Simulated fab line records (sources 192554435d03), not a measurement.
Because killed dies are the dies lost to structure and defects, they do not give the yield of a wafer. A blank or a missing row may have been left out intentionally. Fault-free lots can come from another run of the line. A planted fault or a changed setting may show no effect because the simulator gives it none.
What tool caused it? | flow n5_finfet | Sampling: 24 lots, 72 wafers, 6 of 1938 route steps

## WHAT THE GAUGES READ, wafer by wafer
N5_BEOL_M12_CD_MEAS_17: the cd target is 140 nm. Usual: cd_nm at 140.2 nm, with a standard deviation of 1.6.
lot  | measured     | on        | cd_nm (nm)        | flag
L074 | day 12 04:17 | cd_sem-01 | 141.0 142.0 139.9 |
L075 | day 12 03:38 | cd_sem-03 | 140.1 136.8 140.3 |
L078 | day 12 12:55 | cd_sem-03 | 137.4 139.8 138.9 |
L077 | day 12 12:10 | cd_sem-03 | 139.5 137.5 138.8 |
L076 | day 12 22:38 | cd_sem-03 | 139.7 137.6 140.0 |
L079 | day 13 02:54 | cd_sem-01 | 143.0 140.5 141.1 |
L080 | day 13 02:38 | cd_sem-01 | 136.8 140.4 139.2 |
L081 | day 13 13:05 | cd_sem-02 | 138.8 140.4 138.8 |
L082 | day 14 06:49 | cd_sem-01 | 140.2 139.0 138.3 |
L085 | day 14 12:52 | cd_sem-01 | 139.4 141.4 142.0 |
L083 | day 14 12:35 | cd_sem-02 | 141.8 142.5 141.0 |
L086 | day 14 15:07 | cd_sem-02 | 140.1 142.4 140.8 |
L084 | day 14 23:48 | cd_sem-03 | 140.2 141.1 141.6 |
L087 | day 15 14:52 | cd_sem-01 | 140.9 141.2 141.5 |
L088 | day 16 04:05 | cd_sem-01 | 138.7 140.2 138.3 |
L091 | day 16 07:32 | cd_sem-02 | 139.4 136.7 139.3 |
L089 | day 16 08:49 | cd_sem-03 | 142.0 140.7 139.3 |
L090 | day 16 07:57 | cd_sem-03 | 136.5 141.5 141.6 |
L093 | day 16 08:16 | cd_sem-03 | 142.1 141.0 141.8 |
L092 | day 16 19:12 | cd_sem-02 | 138.0 139.6 140.9 |
L094 | day 17 14:05 | cd_sem-01 | 141.5 141.5 145.4 |
L096 | day 17 19:00 | cd_sem-03 | 141.9 140.9 142.4 |
L095 | day 17 19:52 | cd_sem-03 | 139.3 141.0 139.6 |
L097 | day 17 23:45 | cd_sem-02 | 138.4 140.0 139.7 |

## WHAT TOOL EACH LOT RAN ON (gives the tool, then ch and the chambers of the sampled wafers, and finally the start)
lot  | N5_BEOL_M10_ALD_74                  | N5_BEOL_M11_ILD_DEP_00          | N5_BEOL_M11_DESCUM_16              | N5_BEOL_M11_STRIP_36               | N5_BEOL_M11_SPUTTER_48
L074 | ald_metal-02 ch 0,3, day 11 17:01   | pecvd-02 ch 0,1, day 11 18:34   | rie_diel-01 ch 1,2,3, day 11 21:15 | rie_diel-03 ch 0,1, day 11 23:56   | pvd_sputter-03, day 12 01:53
L075 | ald_metal-03 ch 0,1,2, day 11 17:34 | pecvd-02 ch 0,1, day 11 19:50   | rie_diel-01 ch 0,1,2, day 11 21:31 | rie_diel-06 ch 0,1, day 11 23:46   | pvd_sputter-03, day 12 01:35
L078 | ald_metal-03 ch 1,2,3, day 12 00:55 | pecvd-04 ch 0,1,2, day 12 02:53 | rie_diel-01 ch 0,1,2, day 12 06:22 | rie_diel-06 ch 1,2, day 12 08:51   | pvd_sputter-03, day 12 10:45
L077 | ald_metal-04 ch 2,3, day 12 01:21   | pecvd-04 ch 0,1, day 12 03:31   | rie_diel-06 ch 0,3, day 12 06:46   | rie_diel-01 ch 0,1,2, day 12 08:41 | pvd_sputter-02, day 12 10:08
L076 | ald_metal-02 ch 0,1,2, day 12 10:56 | pecvd-01 ch 0,1, day 12 13:19   | rie_diel-06 ch 1,3, day 12 15:22   | rie_diel-06 ch 0,1,2, day 12 17:02 | pvd_sputter-02, day 12 20:04
L079 | ald_metal-04 ch 0,2, day 12 14:35   | pecvd-01 ch 0,1, day 12 17:16   | rie_diel-06 ch 0,2,3, day 12 20:01 | rie_diel-06 ch 1,2,3, day 12 22:28 | pvd_sputter-01, day 13 00:41
L080 | ald_metal-02 ch 2,3, day 12 14:40   | pecvd-01 ch 0,1,2, day 12 16:49 | rie_diel-06 ch 1,2, day 12 19:45   | rie_diel-06 ch 0,1, day 12 22:00   | pvd_sputter-01, day 13 00:36
L081 | ald_metal-02 ch 1,2, day 12 23:18   | pecvd-01 ch 0,1,2, day 13 00:55 | rie_diel-06 ch 0,1,3, day 13 05:05 | rie_diel-06 ch 1,2, day 13 07:23   | pvd_sputter-01, day 13 08:55
L082 | ald_metal-03 ch 0,1,3, day 13 12:25 | pecvd-01 ch 0,1,2, day 13 17:25 | rie_diel-01 ch 0,1,3, day 13 19:23 | rie_diel-03 ch 0,1, day 13 22:17   | pvd_sputter-02, day 14 01:01
L085 | ald_metal-04 ch 1,2,3, day 13 22:50 | pecvd-04 ch 0,1,2, day 14 02:13 | rie_diel-01 ch 0,1,3, day 14 05:38 | rie_diel-06 ch 0,3, day 14 08:55   | pvd_sputter-02, day 14 10:43
L083 | ald_metal-02 ch 0,2,3, day 13 23:00 | pecvd-01 ch 0,1,2, day 14 02:55 | rie_diel-06 ch 1,2,3, day 14 05:48 | rie_diel-01 ch 1,2,3, day 14 08:34 | pvd_sputter-01, day 14 10:20
L086 | ald_metal-03 ch 2,3, day 14 02:32   | pecvd-02 ch 0,1,2, day 14 06:32 | rie_diel-03 ch 0,1,3, day 14 09:22 | rie_diel-03 ch 1,2,3, day 14 10:55 | pvd_sputter-02, day 14 12:55
L084 | ald_metal-04 ch 0,1,2, day 14 09:59 | pecvd-04 ch 0,1,2, day 14 11:31 | rie_diel-06 ch 0,2,3, day 14 13:43 | rie_diel-06 ch 0,1,2, day 14 17:48 | pvd_sputter-03, day 14 19:44
L087 | ald_metal-03 ch 0,1,3, day 14 18:53 | pecvd-02 ch 0,1,2, day 14 20:58 | rie_diel-06 ch 0,2,3, day 15 00:07 | rie_diel-03 ch 0,1,3, day 15 01:40 | pvd_sputter-01, day 15 04:21
L088 | ald_metal-04 ch 0,2,3, day 15 19:08 | pecvd-02 ch 0,1,2, day 15 20:38 | rie_diel-06 ch 0,1,3, day 15 22:28 | rie_diel-03 ch 0,2,3, day 15 23:42 | pvd_sputter-03, day 16 01:31
L091 | ald_metal-02 ch 1,2,3, day 15 20:59 | pecvd-02 ch 0,1,2, day 15 22:31 | rie_diel-01 ch 0,2,3, day 16 01:05 | rie_diel-01 ch 0,1,3, day 16 03:51 | pvd_sputter-01, day 16 05:17
L089 | ald_metal-03 ch 1,2, day 15 21:23   | pecvd-04 ch 1,2, day 15 23:03   | rie_diel-01 ch 0,1, day 16 01:20   | rie_diel-06 ch 0,1,3, day 16 04:29 | pvd_sputter-03, day 16 06:31
L090 | ald_metal-02 ch 0,1,3, day 15 21:40 | pecvd-01 ch 1,2, day 15 23:17   | rie_diel-01 ch 1,2, day 16 01:37   | rie_diel-06 ch 0,1,2, day 16 04:01 | pvd_sputter-03, day 16 05:41
L093 | ald_metal-04 ch 1,2,3, day 15 21:52 | pecvd-02 ch 0,1,2, day 16 00:19 | rie_diel-03 ch 1,3, day 16 01:48   | rie_diel-03 ch 0,1, day 16 04:12   | pvd_sputter-01, day 16 05:59
L092 | ald_metal-02 ch 0,1,2, day 16 06:35 | pecvd-01 ch 0,2, day 16 08:05   | rie_diel-06 ch 0,2,3, day 16 11:12 | rie_diel-03 ch 0,1,3, day 16 13:51 | pvd_sputter-01, day 16 17:10
L094 | ald_metal-02 ch 0,2,3, day 17 00:49 | pecvd-01 ch 0,1,2, day 17 03:17 | rie_diel-01 ch 0,2, day 17 07:20   | rie_diel-01 ch 0,3, day 17 09:01   | pvd_sputter-03, day 17 10:26
L096 | ald_metal-03 ch 0,2, day 17 06:49   | pecvd-02 ch 1,2, day 17 08:42   | rie_diel-06 ch 0,1,3, day 17 11:52 | rie_diel-01 ch 2,3, day 17 13:48   | pvd_sputter-03, day 17 16:56
L095 | ald_metal-02 ch 1,2, day 17 07:20   | pecvd-02 ch 0,1,2, day 17 10:42 | rie_diel-01 ch 0,2,3, day 17 14:12 | rie_diel-06 ch 1,2, day 17 16:04   | pvd_sputter-01, day 17 17:35
L097 | ald_metal-02 ch 0,1,2, day 17 10:16 | pecvd-01 ch 0,1, day 17 13:12   | rie_diel-06 ch 0,2,3, day 17 16:57 | rie_diel-01 ch 0,3, day 17 19:04   | pvd_sputter-03, day 17 21:31
- N5_BEOL_M10_ALD_74: deposits TaN, target thk 2 nm, pulse time 2 s, purge time 3 s.
- N5_BEOL_M11_ILD_DEP_00: deposits SiCOH lowk from DEMS/porogen, target thk 308.51 nm, time 58 s.
- N5_BEOL_M11_DESCUM_16: chemistry O2, time 7.9 s.
- N5_BEOL_M11_STRIP_36: strips in N2/H2.
- N5_BEOL_M11_SPUTTER_48: material Cu, target thk 12 nm, time 2 s.

## WHAT THE TOOLS THEMSELVES READ (means of the sampled wafers that have a number; where no wafer has one, the mark that the record gives instead)
N5_BEOL_M10_ALD_74. Usual: heater_power_w 399 W, standard deviation 37; susceptor_temp_C 274.98 C, standard deviation 0.18.
lot  | tool         | heater_power_w (W) | susceptor_temp_C (C) | flag
L074 | ald_metal-02 | 417                | 275.03               |
L075 | ald_metal-03 | 422                | 274.82               |
L078 | ald_metal-03 | 409                | 274.94               |
L077 | ald_metal-04 | 406                | 275.04               |
L076 | ald_metal-02 | 350                | 274.97               |
L079 | ald_metal-04 | 409                | 275.09               |
L080 | ald_metal-02 | 422                | 274.80               |
L081 | ald_metal-02 | 357                | 274.94               |
L082 | ald_metal-03 | 406                | 275.14               |
L085 | ald_metal-04 | 430                | 274.94               |
L083 | ald_metal-02 | 391                | 274.87               |
L086 | ald_metal-03 | 407                | 274.90               |
L084 | ald_metal-04 | 420                | 275.07               |
L087 | ald_metal-03 | 413                | 274.97               |
L088 | ald_metal-04 | 397                | 274.78               |
L091 | ald_metal-02 | 381                | 275.06               |
L089 | ald_metal-03 | 411                | 274.84               |
L090 | ald_metal-02 | 383                | 275.05               |
L093 | ald_metal-04 | 417                | 274.95               |
L092 | ald_metal-02 | 356                | 275.12               |
L094 | ald_metal-02 | 390                | 275.11               |
L096 | ald_metal-03 | 428                | 274.86               |
L095 | ald_metal-02 | 365                | 274.88               |
L097 | ald_metal-02 | 359                | 275.06               |

N5_BEOL_M11_ILD_DEP_00. Usual: heater_power_w 301 W, standard deviation 52; showerhead_plenum_p_Torr 5.741 Torr, standard deviation 0.016; susceptor_temp_C 300.01 C, standard deviation 0.18; throttle_valve_pct 14.1 %, standard deviation 0.7.
lot  | tool     | heater_power_w (W) | showerhead_plenum_p_Torr (Torr) | susceptor_temp_C (C) | throttle_valve_pct (%) | flag
L074 | pecvd-02 | 295                | 5.722                           | 300.06               | 14.8                   |
L075 | pecvd-02 | 318                | 5.725                           | 300.02               | 14.7                   |
L078 | pecvd-04 | 262                | 5.736                           | 300.17               | 13.8                   |
L077 | pecvd-04 | 280                | 5.751                           | 299.79               | 14.0                   |
L076 | pecvd-01 | 391                | 5.749                           | 299.96               | 14.4                   |
L079 | pecvd-01 | 352                | 5.749                           | 300.07               | 14.5                   |
L080 | pecvd-01 | 332                | 5.756                           | 300.13               | 13.8                   |
L081 | pecvd-01 | 329                | 5.746                           | 299.87               | 13.8                   |
L082 | pecvd-01 | 339                | 5.762                           | 300.00               | 13.7                   |
L085 | pecvd-04 | 247                | 5.745                           | 300.08               | 13.6                   |
L083 | pecvd-01 | 331                | 5.748                           | 300.12               | 13.8                   |
L086 | pecvd-02 | 303                | 5.730                           | 300.12               | 14.4                   |
L084 | pecvd-04 | 239                | 5.740                           | 300.05               | 13.6                   |
L087 | pecvd-02 | 291                | 5.730                           | 300.00               | 14.4                   |
L088 | pecvd-02 | 309                | 5.726                           | 299.85               | 14.4                   |
L091 | pecvd-02 | 287                | 5.720                           | 299.85               | 14.5                   |
L089 | pecvd-04 | 251                | 5.736                           | 299.90               | 13.5                   |
L090 | pecvd-01 | 316                | 5.755                           | 300.10               | 13.3                   |
L093 | pecvd-02 | 287                | 5.730                           | 300.08               | 14.4                   |
L092 | pecvd-01 | 357                | 5.755                           | 300.08               | 13.6                   |
L094 | pecvd-01 | 358                | 5.750                           | 299.91               | 13.8                   |
L096 | pecvd-02 | 282                | 5.740                           | 299.86               | 14.6                   |
L095 | pecvd-02 | 294                | 5.733                           | 300.09               | 14.5                   |
L097 | pecvd-01 | 358                | 5.745                           | 300.11               | 14.4                   |

N5_BEOL_M11_DESCUM_16. Usual: drypump_motor_current_A 5.9 A, standard deviation 0.46; o2_flow_sccm 224.9 sccm, standard deviation 0.62; oes_product_au 0.76 a.u., standard deviation 0.067; rf_vpp_V 243.2 V, standard deviation 1.3; showerhead_plenum_p_Torr 2.10 Torr, standard deviation 0.059; throttle_valve_pct 20.44 %, standard deviation 0.29.
lot  | tool        | drypump_motor_current_A (A) | o2_flow_sccm (sccm) | oes_product_au (a.u.) | rf_vpp_V (V) | showerhead_plenum_p_Torr (Torr) | throttle_valve_pct (%) | flag
L074 | rie_diel-01 | 6.0                         | 224.9               | 0.76                  | 243.2        | 2.08                            | 20.46                  |
L075 | rie_diel-01 | 5.9                         | 224.4               | 0.72                  | 244.3        | 2.10                            | 20.68                  |
L078 | rie_diel-01 | 5.9                         | 224.7               | 0.72                  | 242.7        | 2.10                            | 20.68                  |
L077 | rie_diel-06 | 6.2                         | 225.2               | 0.78                  | 244.3        | 2.11                            | 20.28                  |
L076 | rie_diel-06 | 5.7                         | 225.0               | 0.79                  | 244.5        | 2.11                            | 20.51                  |
L079 | rie_diel-06 | 6.2                         | 224.8               | 0.77                  | 244.2        | 2.12                            | 20.20                  |
L080 | rie_diel-06 | 5.5                         | 224.6               | 0.82                  | 243.9        | 2.14                            | 20.44                  |
L081 | rie_diel-06 | 5.9                         | 225.4               | 0.81                  | 243.1        | 2.12                            | 20.30                  |
L082 | rie_diel-01 | 6.0                         | 224.8               | 0.73                  | 241.2        | 2.04                            | 20.56                  |
L085 | rie_diel-01 | 6.0                         | 225.0               | 0.73                  | 240.8        | 2.04                            | 20.57                  |
L083 | rie_diel-06 | 5.7                         | 224.7               | 0.76                  | 244.1        | 2.13                            | 20.44                  |
L086 | rie_diel-03 | 5.1                         | 224.8               | 0.80                  | 242.7        | 2.05                            | 20.55                  |
L084 | rie_diel-06 | 6.2                         | 225.1               | 0.76                  | 243.7        | 2.12                            | 20.23                  |
L087 | rie_diel-06 | 6.1                         | 224.8               | 0.76                  | 242.7        | 2.11                            | 20.23                  |
L088 | rie_diel-06 | 5.9                         | 225.5               | 0.79                  | 243.5        | 2.11                            | 20.32                  |
L091 | rie_diel-01 | 6.1                         | 224.5               | 0.74                  | 243.1        | 2.10                            | 20.56                  |
L089 | rie_diel-01 | 5.9                         | 225.3               | 0.67                  | 241.9        | 2.02                            | 20.76                  |
L090 | rie_diel-01 | 5.9                         | 225.1               | 0.72                  | 244.2        | 2.12                            | 20.66                  |
L093 | rie_diel-03 | 4.8                         | 225.0               | 0.76                  | 241.9        | 2.01                            | 20.65                  |
L092 | rie_diel-06 | 6.2                         | 224.3               | 0.75                  | 242.5        | 2.11                            | 20.25                  |
L094 | rie_diel-01 | 5.9                         | 224.6               | 0.70                  | 244.0        | 2.16                            | 20.71                  |
L096 | rie_diel-06 | 5.9                         | 224.8               | 0.78                  | 244.4        | 2.11                            | 20.34                  |
L095 | rie_diel-01 | 6.1                         | 225.3               | 0.72                  | 242.4        | 2.10                            | 20.59                  |
L097 | rie_diel-06 | 6.2                         | 224.8               | 0.74                  | 243.3        | 2.11                            | 20.26                  |

N5_BEOL_M11_STRIP_36. Usual: drypump_motor_current_A 5.7 A, standard deviation 0.56; oes_product_au 0.78 a.u., standard deviation 0.064; rf_vpp_V 59.4 V, standard deviation 1.8; showerhead_plenum_p_Torr 2.54 Torr, standard deviation 0.07; throttle_valve_pct 23.62 %, standard deviation 0.29.
lot  | tool        | drypump_motor_current_A (A) | oes_product_au (a.u.) | rf_vpp_V (V) | showerhead_plenum_p_Torr (Torr) | throttle_valve_pct (%) | flag
L074 | rie_diel-03 | 5.2                         | 0.83                  | 59.4         | 2.50                            | 23.83                  |
L075 | rie_diel-06 | 5.7                         | 0.86                  | 58.4         | 2.59                            | 23.64                  |
L078 | rie_diel-06 | 5.4                         | 0.83                  | 58.4         | 2.60                            | 23.81                  |
L077 | rie_diel-01 | 5.9                         | 0.72                  | 59.0         | 2.53                            | 23.70                  |
L076 | rie_diel-06 | 5.9                         | 0.82                  | 60.2         | 2.60                            | 23.56                  |
L079 | rie_diel-06 | 5.7                         | 0.77                  | 57.3         | 2.58                            | 23.68                  |
L080 | rie_diel-06 | 5.7                         | 0.87                  | 59.1         | 2.59                            | 23.66                  |
L081 | rie_diel-06 | 5.7                         | 0.76                  | 59.8         | 2.61                            | 23.74                  |
L082 | rie_diel-03 | 5.2                         | 0.82                  | 60.4         | 2.50                            | 23.85                  |
L085 | rie_diel-06 | 6.4                         | 0.82                  | 60.5         | 2.56                            | 23.32                  |
L083 | rie_diel-01 | 6.0                         | 0.75                  | 59.0         | 2.50                            | 23.49                  |
L086 | rie_diel-03 | 4.9                         | 0.77                  | 58.6         | 2.48                            | 23.92                  |
L084 | rie_diel-06 | 5.9                         | 0.79                  | 58.9         | 2.59                            | 23.57                  |
L087 | rie_diel-03 | 5.1                         | 0.80                  | 60.2         | 2.49                            | 23.86                  |
L088 | rie_diel-03 | 5.1                         | 0.77                  | 56.8         | 2.52                            | 23.80                  |
L091 | rie_diel-01 | 6.0                         | 0.72                  | 59.6         | 2.45                            | 23.63                  |
L089 | rie_diel-06 | 5.9                         | 0.79                  | 60.6         | 2.55                            | 23.57                  |
L090 | rie_diel-06 | 5.9                         | 0.79                  | 59.3         | 2.59                            | 23.61                  |
L093 | rie_diel-03 | 5.3                         | 0.84                  | 58.0         | 2.54                            | 23.70                  |
L092 | rie_diel-03 | 5.1                         | 0.80                  | 60.2         | 2.48                            | 23.86                  |
L094 | rie_diel-01 | 6.1                         | 0.71                  | 60.1         | 2.49                            | 23.63                  |
L096 | rie_diel-01 | 6.1                         | 0.76                  | 58.9         | 2.50                            | 23.25                  |
L095 | rie_diel-06 | 5.4                         | 0.77                  | 59.6         | 2.58                            | 23.88                  |
L097 | rie_diel-01 | 6.2                         | 0.71                  | 60.4         | 2.48                            | 23.64                  |

N5_BEOL_M11_SPUTTER_48. Usual: susceptor_temp_C -19.99 C, standard deviation 0.1; throttle_valve_pct 30.3 %, standard deviation 0.96.
lot  | tool           | susceptor_temp_C (C) | throttle_valve_pct (%) | flag
L074 | pvd_sputter-03 | -20.12               | 31.1                   |
L075 | pvd_sputter-03 | -20.04               | 30.8                   |
L078 | pvd_sputter-03 | -19.98               | 31.0                   |
L077 | pvd_sputter-02 | -20.00               | 30.5                   |
L076 | pvd_sputter-02 | -20.00               | 30.4                   |
L079 | pvd_sputter-01 | -19.95               | 29.6                   |
L080 | pvd_sputter-01 | -20.05               | 30.3                   |
L081 | pvd_sputter-01 | -19.97               | 30.4                   |
L082 | pvd_sputter-02 | -20.00               | 31.1                   |
L085 | pvd_sputter-02 | -20.10               | 30.5                   |
L083 | pvd_sputter-01 | -19.91               | 29.6                   |
L086 | pvd_sputter-02 | -19.97               | 30.9                   |
L084 | pvd_sputter-03 | -19.97               | 30.9                   |
L087 | pvd_sputter-01 | -20.06               | 29.8                   |
L088 | pvd_sputter-03 | -20.00               | 30.5                   |
L091 | pvd_sputter-01 | -19.98               | 29.6                   |
L089 | pvd_sputter-03 | -20.01               | 30.5                   |
L090 | pvd_sputter-03 | -20.00               | 31.0                   |
L093 | pvd_sputter-01 | -19.99               | 29.6                   |
L092 | pvd_sputter-01 | -19.99               | 30.4                   |
L094 | pvd_sputter-03 | -20.04               | 30.4                   |
L096 | pvd_sputter-03 | -19.97               | 31.2                   |
L095 | pvd_sputter-01 | -19.89               | 30.2                   |
L097 | pvd_sputter-03 | -20.06               | 30.4                   |

## THE ANSWER, worked out from the rows above alone
Rule: a lot is off if the mean of its wafers that have a number lies more than 3 standard deviations from the usual mean. Also off: a lot with no number at a reading for which 4 or more lots have one. Where the step has rows for the other lots, those lots are counted as sound. The gauges are gone through in route order, then the tools' own readings, and for those a lot's mean is taken as printed above. The first step at which some lot is off is used, and at that step the reading that is off furthest; a lot without a number counts as furthest.
No lot is off on any of the readings shown, so nothing can be concluded from this.

## WHAT HAD BEEN PUT IN BY THE SIMULATOR
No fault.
